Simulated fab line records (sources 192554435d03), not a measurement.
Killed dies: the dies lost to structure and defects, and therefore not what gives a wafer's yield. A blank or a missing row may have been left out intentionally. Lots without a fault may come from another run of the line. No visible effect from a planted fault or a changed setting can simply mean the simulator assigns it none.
fab line records	flow n5Finfet
[record] lots = 24	wafers = 72	lastDay = 18
route steps=1938 shown BEOL_M1@788 BEOL_M2@841
lots untouched by any fault: they come from a run of this same line in which no faults occurred
startH: start of the lot's first displayed wafer, in hours after the record's first day	waitH: hours elapsed since this lot's preceding step	" the same as in the row above	L1.1+2: several wafers, shown together as one row	- no value present, or no start provided	* or withheld: withheld	< > ~ a bound
route shown NAME@n: NAME is a module with steps in the file, n the number in the route of the first one	usual: mean and standard deviation over wafers with no fault	same: alike in all rows	chamber/n: place in a boat	sites: per-site readings	_std_site: the values' standard deviation	_edge_site: outer sites' mean less inner sites'	radiusMm: for every site, how far away it sits from the centre of the wafer	mask NAME#n: copy n	behind: tool/chamber where the wafer was last shaped	hold: what put the lot on hold/how long, in hours/how the hold closed	device: transistor that didn't switch, given as n, p or np	end of line: the same wafers' tests at the end of the route	where a step has no rows: the recipe by itself	killed: the dies lost at the first sort to structure and to defects; this is not the yield of the wafer	map: dies across one wafer; x = killed, . = not, _ = none there
set.NAME: the run value of the setting; set.NAME@STEP: its run value at that earlier step	model.NAME: the simulator's own value behind a step, which no gauge read
one table for each step of the route and one row for each wafer, over a sample of lots
services: the hour from which a tool's chamber was out of use, counted from the record's first day as startH (under 0 if before that day), plus the number of hours and why
[[steps]]
[step N5_BEOL_M1_INSPECT_30]
[recipe] mode = adi	inspectInstrument = brightfield
[usual] rawDefectCount = 430/97
lot.wafer	tool	chamber	startH	waitH	rawDefectCount
L074.2	defectInspect-02	-	121.77	0.0	439
L074.3	"	-	"	"	281
L074.5	"	-	"	"	452
L075.2	defectInspect-01	-	133.35	0.0	339
L075.4	"	-	"	"	339
L075.6	"	-	"	"	470
L076.3	defectInspect-01	-	139.61	0.0	377
L076.4	"	-	"	"	403
L076.6	"	-	"	"	362
L077.1	defectInspect-01	-	140.64	0.1	548
L077.2	"	-	"	"	593
L077.3	"	-	"	"	373
L078.1	defectInspect-01	-	150.43	0.1	637
L078.2	"	-	"	"	527
L078.5	"	-	"	"	567
L079.1	defectInspect-02	-	153.72	0.1	350
L079.3	"	-	"	"	435
L079.5	"	-	"	"	399
L080.4	defectInspect-01	-	159.04	0.0	302
L080.5	"	-	"	"	520
L080.6	"	-	"	"	603
L081.2	defectInspect-01	-	167.24	0.0	761
L081.3	"	-	"	"	552
L081.4	"	-	"	"	648
L082.3	defectInspect-02	-	172.12	0.0	689
L082.4	"	-	"	"	315
L082.6	"	-	"	"	439
L083.1	defectInspect-01	-	176.82	0.1	529
L083.4	"	-	"	"	357
L083.5	"	-	"	"	569
L084.2	defectInspect-01	-	184.32	0.0	560
L084.3	"	-	"	"	511
L084.6	"	-	"	"	343
L085.3	defectInspect-01	-	194.92	0.0	563
L085.5	"	-	"	"	397
L085.6	"	-	"	"	517
L087.1	defectInspect-01	-	205.37	0.1	344
L087.2	"	-	"	"	340
L087.5	"	-	"	"	365
L086.2	defectInspect-02	-	205.56	0.0	405
L086.3	"	-	"	"	319
L086.6	"	-	"	"	334
L088.1	defectInspect-02	-	209.20	0.1	401
L088.5	"	-	"	"	471
L088.6	"	-	"	"	411
L089.1	defectInspect-02	-	214.06	0.1	290
L089.2	"	-	"	"	454
L089.6	"	-	"	"	386
L090.1	defectInspect-02	-	218.10	0.1	350
L090.4	"	-	"	"	342
L090.5	"	-	"	"	434
L091.1	defectInspect-01	-	227.84	0.1	416
L091.4	"	-	"	"	323
L091.5	"	-	"	"	293
L092.2	defectInspect-02	-	228.78	0.0	367
L092.3	"	-	"	"	378
L092.6	"	-	"	"	458
L093.2	defectInspect-01	-	234.37	0.0	564
L093.5	"	-	"	"	417
L093.6	"	-	"	"	467
L094.2	defectInspect-02	-	244.76	0.0	454
L094.3	"	-	"	"	431
L094.4	"	-	"	"	348
L096.3	defectInspect-01	-	252.85	0.0	389
L096.4	"	-	"	"	403
L096.5	"	-	"	"	461
L095.3	defectInspect-02	-	253.09	0.0	369
L095.5	"	-	"	"	394
L095.6	"	-	"	"	288
L097.2	defectInspect-02	-	269.05	0.0	437
L097.4	"	-	"	"	497
L097.5	"	-	"	"	325
[step N5_BEOL_M1_ETCH_77]
[recipe] chemistry = N2/H2	target = underlayer	targetDepthA = 65	maskMaterial = CAR-EUV	timeS = 5.2	ionEnergyEv = 200	pressureMtorr = 30	sourceW = 840	biasW = 150	n2FlowSccm = 200	h2FlowSccm = 200	ends = cleared
[usual] chamberPressureMTorr = 30.00/0.044	drypumpMotorCurrentA = 5.6/0.41	etchRfOnTimeS = 5.18/0.12	oesProductAu = 0.69/0.076	rfVppV = 523.7/2.8	showerheadPlenumPTorr = 2.53/0.09	throttleValvePct = 17.81/0.29
lot.wafer	tool	chamber	startH	waitH	chamberPressureMTorr	drypumpMotorCurrentA	etchRfOnTimeS	oesProductAu	rfHoursCounterH	rfVppV	showerheadPlenumPTorr	throttleValvePct
L074.2	rieDiel-05	2	121.83	0.0	29.98	5.8	5.17	0.65	122	525.9	2.55	18.05
L074.3	"	3	"	"	30.09	5.4	5.10	0.71	62	525.9	2.56	17.86
L074.5	"	1	"	"	29.99	5.5	5.22	0.64	-	522.4	2.42	17.47
L075.2	rieDiel-03	3	133.42	0.0	30.03	5.9	5.13	0.82	4	526.0	2.57	17.44
L075.4	"	0	"	"	29.94	5.8	5.54	0.60	156	527.0	2.66	18.25
L075.6	"	0	"	"	30.00	5.8	5.48	0.62	-	527.8	2.66	18.25
L076.3	rieDiel-04	2	139.67	0.0	30.00	5.0	5.11	0.65	163	521.7	2.44	17.90
L076.4	"	3	"	"	30.00	5.4	5.19	0.74	22	527.5	2.72	17.36
L076.6	"	0	"	"	30.02	6.2	5.06	0.76	-	521.9	2.49	18.08
L077.1	rieDiel-05	1	140.71	0.0	29.95	5.5	5.16	0.65	154	521.7	2.42	17.49
L077.2	"	2	"	"	30.04	5.8	5.19	0.65	127	525.4	2.55	18.08
L077.3	"	0	"	"	30.04	6.1	5.24	0.81	15	521.6	2.51	17.44
L078.1	rieDiel-05	2	150.50	0.0	30.00	5.8	5.24	0.65	130	524.1	2.55	18.06
L078.2	"	3	"	"	30.04	5.4	5.19	0.71	70	524.6	2.56	17.86
L078.5	"	0	"	"	30.06	6.1	5.20	0.81	-	522.5	2.51	17.43
L079.1	rieDiel-04	3	153.79	0.0	30.08	5.4	5.19	0.75	27	527.7	2.72	17.38
L079.3	"	2	"	"	29.93	5.0	5.07	0.66	167	520.3	2.44	17.90
L079.5	"	2	"	"	30.04	5.0	5.10	0.64	-	520.6	2.44	17.91
L080.4	rieDiel-03	3	159.12	0.0	30.03	5.9	5.08	0.81	-	526.0	2.57	17.45
L080.5	"	2	"	"	30.04	6.0	5.37	0.61	-	517.8	2.42	17.87
L080.6	"	0	"	"	29.97	5.8	5.40	0.60	-	527.9	2.65	18.29
L081.2	rieDiel-04	2	167.31	0.0	30.00	5.0	5.13	0.64	171	519.8	2.44	17.92
L081.3	"	3	"	"	29.99	5.4	5.29	0.73	31	529.8	2.71	17.39
L081.4	"	0	"	"	29.96	6.3	5.06	0.74	43	524.1	2.49	18.10
L082.3	rieDiel-03	3	172.19	0.0	29.96	5.9	5.06	0.78	20	525.8	2.56	17.49
L082.4	"	1	"	"	29.98	4.9	5.04	0.86	1	526.0	2.63	17.92
L082.6	"	1	"	"	29.94	4.9	5.03	0.85	-	524.7	2.63	17.92
L083.1	rieDiel-05	0	177.09	0.0	29.98	6.1	5.21	0.79	26	523.9	2.50	17.47
L083.4	"	1	"	"	29.95	5.5	5.15	0.63	166	520.6	2.42	17.49
L083.5	"	3	"	"	30.05	5.4	5.13	0.69	-	525.6	2.55	17.85
L084.2	rieDiel-05	0	184.39	0.0	30.06	6.1	5.23	0.78	28	523.5	2.50	17.50
L084.3	"	2	"	"	30.03	5.8	5.20	0.64	140	523.0	2.54	18.05
L084.6	"	1	"	"	30.10	5.5	5.08	0.64	-	521.6	2.42	17.52
L085.3	rieDiel-05	0	195.04	0.0	30.01	6.1	5.25	0.79	31	522.1	2.50	17.44
L085.5	"	1	"	"	29.94	5.5	5.24	0.63	-	519.6	2.41	17.52
L085.6	"	0	"	"	30.05	6.1	5.22	0.78	-	520.7	2.50	17.48
L087.1	rieDiel-05	1	205.44	0.0	29.99	5.5	5.13	0.63	174	519.8	2.41	17.49
L087.2	"	2	"	"	29.98	5.8	5.27	0.63	147	526.9	2.54	18.08
L087.5	"	3	"	"	30.03	5.4	5.13	0.69	-	524.8	2.55	17.92
L086.2	rieDiel-03	2	205.63	0.0	29.99	6.0	5.39	0.60	225	519.5	2.41	17.88
L086.3	"	0	"	"	29.94	5.8	5.42	0.59	182	526.1	2.64	18.29
L086.6	"	1	"	"	29.96	4.9	5.04	0.82	-	525.6	2.62	17.94
L088.1	rieDiel-04	0	209.27	0.0	30.00	6.3	4.96	0.74	54	521.0	2.48	18.13
L088.5	"	0	"	"	29.98	6.3	5.04	0.73	-	522.1	2.49	18.12
L088.6	"	3	"	"	30.01	5.4	5.26	0.72	-	528.1	2.71	17.44
L089.1	rieDiel-05	1	214.13	0.0	29.96	5.5	5.13	0.63	176	521.5	2.41	17.52
L089.2	"	3	"	"	30.05	5.4	5.05	0.70	88	524.3	2.55	17.90
L089.6	"	1	"	"	29.96	5.5	5.06	0.63	-	521.3	2.41	17.52
L090.1	rieDiel-05	1	218.17	0.0	30.02	5.5	5.11	0.63	177	520.3	2.41	17.52
L090.4	"	0	"	"	29.97	6.1	5.18	0.78	38	522.1	2.50	17.47
L090.5	"	3	"	"	30.05	5.4	5.15	0.68	-	524.1	2.55	17.86
L091.1	rieDiel-03	0	228.10	0.0	30.00	5.8	5.46	0.59	189	526.5	2.64	18.33
L091.4	"	2	"	"	29.99	6.0	5.32	0.61	231	521.8	2.41	17.88
L091.5	"	0	"	"	29.94	5.8	5.39	0.59	-	527.1	2.64	18.31
L092.2	rieDiel-03	1	228.84	0.0	29.97	4.9	4.98	0.80	19	527.1	2.62	17.96
L092.3	"	2	"	"	30.07	6.0	5.28	0.59	231	520.0	2.41	17.90
L092.6	"	1	"	"	29.97	4.9	5.00	0.79	-	523.5	2.62	17.98
L093.2	rieDiel-04	2	234.44	0.0	29.99	5.0	5.08	0.64	191	520.3	2.43	17.98
L093.5	"	2	"	"	29.94	5.0	5.15	0.62	-	522.2	2.43	17.94
L093.6	"	3	"	"	30.00	5.4	5.20	0.71	-	529.1	2.71	17.42
L094.2	rieDiel-04	3	245.16	0.0	30.03	5.4	5.19	0.70	53	528.8	2.70	17.44
L094.3	"	0	"	"	29.94	6.3	5.01	0.73	65	522.3	2.48	18.14
L094.4	"	2	"	"	29.97	5.0	5.14	0.64	-	520.3	2.43	17.98
L096.3	rieDiel-05	0	252.92	0.0	30.03	6.1	5.18	0.76	48	523.6	2.49	17.51
L096.4	"	0	"	"	29.99	6.1	5.18	0.77	-	520.5	2.49	17.50
L096.5	"	2	"	"	30.02	5.8	5.25	0.63	-	522.8	2.53	18.12
L095.3	rieDiel-04	0	253.15	0.0	29.96	6.3	5.04	0.71	68	522.3	2.48	18.14
L095.5	"	0	"	"	30.02	6.3	5.04	0.71	-	519.4	2.48	18.17
L095.6	"	3	"	"	29.99	5.4	5.20	0.71	-	528.8	2.70	17.43
L097.2	rieDiel-03	2	269.12	0.0	30.00	6.0	5.36	0.57	245	522.2	2.40	17.94
L097.4	"	0	"	"	29.99	5.8	5.44	0.59	202	526.7	2.64	18.35
L097.5	"	1	"	"	30.03	4.9	4.99	0.78	-	524.4	2.61	18.01
[step N5_BEOL_M1_SURFACE_TREAT_85]
[recipe] gas = Ar	timeS = *	ionEnergyEv = *	ionCurrentMaCm2 = 0.5	pressureMtorr = *	arFlowSccm = 30
[usual] throttleValvePct = *
lot.wafer	tool	chamber	startH	waitH	throttleValvePct
L074.2	pvdSputter-03	-	135.83	0.1	*
L074.3	"	-	"	"	*
L074.5	"	-	"	"	*
L075.2	pvdSputter-02	-	139.69	0.2	*
L075.4	"	-	"	"	*
L075.6	"	-	"	"	*
L076.3	pvdSputter-02	-	142.31	0.2	*
L076.4	"	-	"	"	*
L076.6	"	-	"	"	*
L077.1	pvdSputter-02	-	142.96	0.1	*
L077.2	"	-	"	"	*
L077.3	"	-	"	"	*
L078.1	pvdSputter-03	-	154.52	0.2	*
L078.2	"	-	"	"	*
L078.5	"	-	"	"	*
L079.1	pvdSputter-03	-	159.04	0.2	*
L079.3	"	-	"	"	*
L079.5	"	-	"	"	*
L080.4	pvdSputter-01	-	166.32	0.1	*
L080.5	"	-	"	"	*
L080.6	"	-	"	"	*
L081.2	pvdSputter-03	-	173.00	0.3	*
L081.3	"	-	"	"	*
L081.4	"	-	"	"	*
L082.3	pvdSputter-01	-	177.89	0.1	*
L082.4	"	-	"	"	*
L082.6	"	-	"	"	*
L083.1	pvdSputter-02	-	182.81	0.2	*
L083.4	"	-	"	"	*
L083.5	"	-	"	"	*
L084.2	pvdSputter-03	-	187.88	0.4	*
L084.3	"	-	"	"	*
L084.6	"	-	"	"	*
L085.3	pvdSputter-03	-	205.16	0.2	*
L085.5	"	-	"	"	*
L085.6	"	-	"	"	*
L087.1	pvdSputter-02	-	214.33	0.2	*
L087.2	"	-	"	"	*
L087.5	"	-	"	"	*
L088.1	pvdSputter-01	-	216.90	0.1	*
L088.5	"	-	"	"	*
L088.6	"	-	"	"	*
L086.2	pvdSputter-02	-	217.11	0.1	*
L086.3	"	-	"	"	*
L086.6	"	-	"	"	*
L089.1	pvdSputter-03	-	219.66	0.3	*
L089.2	"	-	"	"	*
L089.6	"	-	"	"	*
L090.1	pvdSputter-01	-	221.09	0.2	*
L090.4	"	-	"	"	*
L090.5	"	-	"	"	*
L091.1	pvdSputter-03	-	234.44	0.2	*
L091.4	"	-	"	"	*
L091.5	"	-	"	"	*
L092.2	pvdSputter-01	-	238.79	0.2	*
L092.3	"	-	"	"	*
L092.6	"	-	"	"	*
L093.2	pvdSputter-03	-	245.51	0.2	*
L093.5	"	-	"	"	*
L093.6	"	-	"	"	*
L094.2	pvdSputter-03	-	258.17	0.2	*
L094.3	"	-	"	"	*
L094.4	"	-	"	"	*
L096.3	pvdSputter-01	-	258.63	0.1	*
L096.4	"	-	"	"	*
L096.5	"	-	"	"	*
L095.3	pvdSputter-02	-	261.73	0.1	*
L095.5	"	-	"	"	*
L095.6	"	-	"	"	*
L097.2	pvdSputter-02	-	279.25	0.2	*
L097.4	"	-	"	"	*
L097.5	"	-	"	"	*
[step N5_BEOL_M1_SPUTTER_92]
[recipe] material = Cu	targetThkA = 45	tempC = -20	chamberPressurePa = 0.07	powerW = withheld	timeS = 8.29
[usual] throttleValvePct = 29.7/1
lot.wafer	tool	chamber	startH	waitH	throttleValvePct
L074.2	pvdSputter-01	-	137.48	0.1	32.2
L074.3	"	-	"	"	30.9
L074.5	"	-	"	"	32.2
L075.2	pvdSputter-01	-	141.24	0.1	30.1
L075.4	"	-	"	"	29.0
L075.6	"	-	"	"	29.1
L076.3	pvdSputter-03	-	143.88	0.1	30.6
L076.4	"	-	"	"	29.3
L076.6	"	-	"	"	30.5
L077.1	pvdSputter-02	-	144.64	0.1	29.4
L077.2	"	-	"	"	28.0
L077.3	"	-	"	"	29.2
L078.1	pvdSputter-02	-	156.19	0.1	29.2
L078.2	"	-	"	"	29.6
L078.5	"	-	"	"	27.9
L079.1	pvdSputter-02	-	160.69	0.1	29.4
L079.3	"	-	"	"	28.9
L079.5	"	-	"	"	29.5
L080.4	pvdSputter-01	-	167.96	0.1	32.2
L080.5	"	-	"	"	29.0
L080.6	"	-	"	"	30.2
L081.2	pvdSputter-02	-	175.67	0.1	28.1
L081.3	"	-	"	"	29.0
L081.4	"	-	"	"	29.3
L082.3	pvdSputter-02	-	179.65	0.1	28.2
L082.4	"	-	"	"	29.5
L082.6	"	-	"	"	29.4
L083.1	pvdSputter-02	-	186.01	0.1	28.9
L083.4	"	-	"	"	29.6
L083.5	"	-	"	"	28.2
L084.2	pvdSputter-02	-	190.59	0.1	28.0
L084.3	"	-	"	"	29.7
L084.6	"	-	"	"	28.2
L085.3	pvdSputter-03	-	206.87	0.1	30.3
L085.5	"	-	"	"	29.2
L085.6	"	-	"	"	30.5
L087.1	pvdSputter-02	-	216.05	0.1	28.8
L087.2	"	-	"	"	28.4
L087.5	"	-	"	"	29.5
L088.1	pvdSputter-01	-	218.44	0.1	30.3
L088.5	"	-	"	"	29.1
L088.6	"	-	"	"	30.9
L086.2	pvdSputter-03	-	218.68	0.1	30.7
L086.3	"	-	"	"	30.3
L086.6	"	-	"	"	28.9
L089.1	pvdSputter-03	-	221.28	0.1	29.1
L089.2	"	-	"	"	30.4
L089.6	"	-	"	"	30.4
L090.1	pvdSputter-02	-	222.64	0.1	29.5
L090.4	"	-	"	"	28.8
L090.5	"	-	"	"	29.5
L091.1	pvdSputter-03	-	236.16	0.1	29.3
L091.4	"	-	"	"	30.8
L091.5	"	-	"	"	29.2
L092.2	pvdSputter-03	-	240.36	0.1	30.5
L092.3	"	-	"	"	29.1
L092.6	"	-	"	"	29.4
L093.2	pvdSputter-01	-	247.35	0.1	32.3
L093.5	"	-	"	"	29.1
L093.6	"	-	"	"	30.7
L094.2	pvdSputter-02	-	259.78	0.1	29.4
L094.3	"	-	"	"	28.9
L094.4	"	-	"	"	29.6
L096.3	pvdSputter-01	-	260.41	0.1	28.9
L096.4	"	-	"	"	29.9
L096.5	"	-	"	"	32.3
L095.3	pvdSputter-03	-	263.52	0.1	30.5
L095.5	"	-	"	"	30.5
L095.6	"	-	"	"	29.2
L097.2	pvdSputter-01	-	280.94	0.1	30.1
L097.4	"	-	"	"	31.0
L097.5	"	-	"	"	29.2
[step N5_BEOL_M1_ANNEAL_95]
[recipe] tempC = 400	timeS = 240	ambient = vacuum
[usual] heaterPowerW = 796/69
lot.wafer	tool	chamber	startH	waitH	heaterPowerW
L074.2	pvdSputter-01	-	137.78	0.0	861
L074.3	"	-	"	"	882
L074.5	"	-	"	"	867
L075.2	pvdSputter-01	-	141.54	0.0	856
L075.4	"	-	"	"	881
L075.6	"	-	"	"	852
L076.3	pvdSputter-03	-	144.18	0.0	737
L076.4	"	-	"	"	685
L076.6	"	-	"	"	750
L077.1	pvdSputter-02	-	144.94	0.0	863
L077.2	"	-	"	"	714
L077.3	"	-	"	"	784
L078.1	pvdSputter-02	-	156.49	0.0	838
L078.2	"	-	"	"	820
L078.5	"	-	"	"	691
L079.1	pvdSputter-02	-	160.99	0.0	842
L079.3	"	-	"	"	834
L079.5	"	-	"	"	851
L080.4	pvdSputter-01	-	168.26	0.0	874
L080.5	"	-	"	"	847
L080.6	"	-	"	"	850
L081.2	pvdSputter-02	-	175.97	0.0	699
L081.3	"	-	"	"	839
L081.4	"	-	"	"	776
L082.3	pvdSputter-02	-	179.95	0.0	698
L082.4	"	-	"	"	782
L082.6	"	-	"	"	837
L083.1	pvdSputter-02	-	186.31	0.0	858
L083.4	"	-	"	"	783
L083.5	"	-	"	"	704
L084.2	pvdSputter-02	-	190.89	0.0	701
L084.3	"	-	"	"	846
L084.6	"	-	"	"	705
L085.3	pvdSputter-03	-	207.17	0.0	742
L085.5	"	-	"	"	735
L085.6	"	-	"	"	749
L087.1	pvdSputter-02	-	216.35	0.0	823
L087.2	"	-	"	"	712
L087.5	"	-	"	"	785
L088.1	pvdSputter-01	-	218.74	0.0	858
L088.5	"	-	"	"	850
L088.6	"	-	"	"	893
L086.2	pvdSputter-03	-	218.98	0.0	744
L086.3	"	-	"	"	761
L086.6	"	-	"	"	692
L089.1	pvdSputter-03	-	221.58	0.0	753
L089.2	"	-	"	"	753
L089.6	"	-	"	"	751
L090.1	pvdSputter-02	-	222.94	0.0	787
L090.4	"	-	"	"	839
L090.5	"	-	"	"	836
L091.1	pvdSputter-03	-	236.46	0.0	752
L091.4	"	-	"	"	783
L091.5	"	-	"	"	684
L092.2	pvdSputter-03	-	240.66	0.0	760
L092.3	"	-	"	"	748
L092.6	"	-	"	"	676
L093.2	pvdSputter-01	-	247.65	0.0	857
L093.5	"	-	"	"	865
L093.6	"	-	"	"	892
L094.2	pvdSputter-02	-	260.08	0.0	767
L094.3	"	-	"	"	837
L094.4	"	-	"	"	844
L096.3	pvdSputter-01	-	260.71	0.0	844
L096.4	"	-	"	"	855
L096.5	"	-	"	"	860
L095.3	pvdSputter-03	-	263.84	0.0	754
L095.5	"	-	"	"	743
L095.6	"	-	"	"	756
L097.2	pvdSputter-01	-	281.24	0.0	876
L097.4	"	-	"	"	902
L097.5	"	-	"	"	862
[step N5_BEOL_M2_ILD_DEP_00]
[recipe] material = SiOC	targetThkA = 790	tempC = 350	precursor = DEMS/O2	pressureTorr = 5	rfW = 500	timeS = 15.3
[usual] chamberPressureTorr = 5.000/0.012	heaterPowerOuterW = 273/69	heaterPowerW = 486/94	showerheadPlenumPTorr = 5.690/0.0091	throttleValvePct = 11.8/0.55
lot.wafer	tool	chamber	startH	waitH	chamberPressureTorr	heaterPowerOuterW	heaterPowerW	showerheadPlenumPTorr	throttleValvePct
L074.2	pecvd-04	1	139.03	0.0	4.988	169	338	5.691	11.9
L074.3	"	2	"	"	5.002	255	488	5.680	12.0
L074.5	"	2	"	"	4.998	250	498	5.695	12.2
L075.2	pecvd-04	0	142.79	0.0	4.983	282	506	5.691	11.8
L075.4	"	2	"	"	4.992	263	490	5.702	11.8
L075.6	"	1	"	"	5.010	188	362	5.688	11.9
L076.3	pecvd-03	0	145.44	0.0	5.009	330	528	5.672	12.6
L076.4	"	2	"	"	5.025	352	598	5.685	10.7
L076.6	"	1	"	"	4.989	366	590	5.696	11.5
L077.1	pecvd-04	0	146.30	0.0	5.017	259	481	5.694	11.9
L077.2	"	1	"	"	4.997	206	391	5.683	11.9
L077.3	"	2	"	"	4.993	275	522	5.687	12.0
L078.1	pecvd-03	1	157.79	0.0	4.996	396	634	5.689	11.8
L078.2	"	2	"	"	5.004	293	537	5.695	11.2
L078.5	"	2	"	"	5.004	299	534	5.696	11.0
L079.1	pecvd-03	1	162.24	0.0	5.016	423	690	5.690	12.0
L079.3	"	0	"	"	5.015	304	486	5.676	12.5
L079.5	"	2	"	"	4.991	323	570	5.679	11.0
L080.4	pecvd-03	1	169.58	0.1	4.994	413	655	5.694	12.0
L080.5	"	0	"	"	5.005	295	492	5.690	12.5
L080.6	"	2	"	"	5.002	319	559	5.690	11.0
L081.2	pecvd-04	1	177.23	0.0	5.020	143	313	5.688	11.9
L081.3	"	0	"	"	5.026	286	504	5.685	11.8
L081.4	"	2	"	"	5.007	269	517	5.685	12.1
L082.3	pecvd-03	0	181.43	0.0	5.004	331	555	5.671	12.5
L082.4	"	2	"	"	4.995	326	575	5.680	10.8
L082.6	"	1	"	"	4.967	425	704	5.701	11.6
L083.1	pecvd-04	0	187.59	0.0	5.009	245	445	5.666	11.9
L083.4	"	0	"	"	5.006	241	453	5.694	11.9
L083.5	"	2	"	"	5.000	281	526	5.701	12.5
L084.2	pecvd-03	2	192.17	0.0	4.992	337	596	5.690	10.9
L084.3	"	0	"	"	4.989	257	431	5.680	12.6
L084.6	"	0	"	"	5.002	259	429	5.680	12.4
L085.3	pecvd-02	2	208.61	0.0	5.004	241	474	5.673	10.9
L085.5	"	2	"	"	5.001	239	454	5.695	11.1
L085.6	"	1	"	"	4.992	250	428	5.681	12.7
L087.1	pecvd-02	2	217.65	0.0	5.009	231	443	5.700	11.2
L087.2	"	1	"	"	4.982	257	430	5.706	12.4
L087.5	"	1	"	"	4.995	259	428	5.689	12.7
L088.1	pecvd-02	1	220.01	0.0	5.002	255	431	5.687	12.7
L088.5	"	1	"	"	5.000	269	436	5.700	12.4
L088.6	"	0	"	"	5.007	246	462	5.698	11.6
L086.2	pecvd-02	0	220.44	0.0	5.015	245	446	5.690	11.5
L086.3	"	2	"	"	5.012	213	423	5.694	11.2
L086.6	"	0	"	"	5.003	243	450	5.689	11.7
L089.1	pecvd-03	2	223.10	0.0	5.003	292	534	5.702	10.9
L089.2	"	1	"	"	4.984	383	628	5.688	12.0
L089.6	"	2	"	"	5.013	299	523	5.695	11.3
L090.1	pecvd-02	1	224.71	0.0	5.004	265	437	5.688	12.3
L090.4	"	1	"	"	4.997	199	344	5.686	12.7
L090.5	"	0	"	"	5.013	208	407	5.693	11.9
L091.1	pecvd-04	2	237.71	0.0	5.002	304	540	5.677	11.3
L091.4	"	1	"	"	4.991	155	322	5.696	11.8
L091.5	"	2	"	"	4.998	305	555	5.676	10.9
L092.2	pecvd-02	1	241.91	0.0	5.003	265	430	5.701	12.6
L092.3	"	2	"	"	4.979	250	487	5.692	11.3
L092.6	"	2	"	"	4.982	249	480	5.705	10.8
L093.2	pecvd-04	1	248.90	0.0	4.977	190	358	5.668	11.7
L093.5	"	1	"	"	5.008	191	363	5.696	12.0
L093.6	"	2	"	"	4.996	236	440	5.694	11.0
L094.2	pecvd-02	0	261.34	0.0	5.012	197	379	5.692	11.8
L094.3	"	2	"	"	5.024	186	388	5.694	11.3
L094.4	"	0	"	"	4.985	198	384	5.708	11.4
L096.3	pecvd-03	2	262.22	0.0	5.013	300	543	5.663	11.2
L096.4	"	2	"	"	5.019	297	531	5.693	11.0
L096.5	"	0	"	"	4.983	305	505	5.676	12.5
L095.3	pecvd-03	1	265.13	0.0	5.004	354	577	5.680	11.7
L095.5	"	0	"	"	4.987	287	472	5.709	12.4
L095.6	"	2	"	"	5.001	336	595	5.690	11.1
L097.2	pecvd-04	2	282.49	0.0	4.992	296	543	5.694	11.2
L097.4	"	2	"	"	4.994	217	432	5.685	11.3
L097.5	"	0	"	"	5.006	264	491	5.683	12.0
[[services]]
tool	chamber	startH	hours	kind
pecvd-02	-	102.66	6.0	pm
rieDiel-03	3	104.46	-	clean
rieDiel-03	3	104.46	-	consumableReplace:focusRing
rieDiel-03	3	104.46	15.2	scheduledDown
rieDiel-03	3	104.46	15.2	ventCycle
pecvd-04	-	133.78	1.2	repair
rieDiel-03	1	142.65	-	clean
rieDiel-03	1	142.65	-	consumableReplace:focusRing
rieDiel-03	1	142.65	26.3	scheduledDown
rieDiel-03	1	142.65	26.3	ventCycle
pvdSputter-03	-	157.71	0.7	repair
rieDiel-03	2	161.67	4.7	repair
pecvd-02	2	192.60	5.5	scheduledDown
pecvd-03	-	195.49	2.4	repair
pecvd-02	0	198.06	2.1	scheduledDown
rieDiel-04	-	199.56	1.0	repair
pecvd-04	2	202.38	-	clean
pecvd-04	2	202.38	-	consumableReplace:showerhead
pecvd-04	2	202.38	29.0	scheduledDown
pecvd-04	2	202.38	29.0	ventCycle
pecvd-03	0	221.79	5.5	scheduledDown
rieDiel-05	-	243.98	0.4	repair
rieDiel-05	1	248.26	8.4	repair
rieDiel-05	-	265.91	4.3	pm
[[key]]
fault none
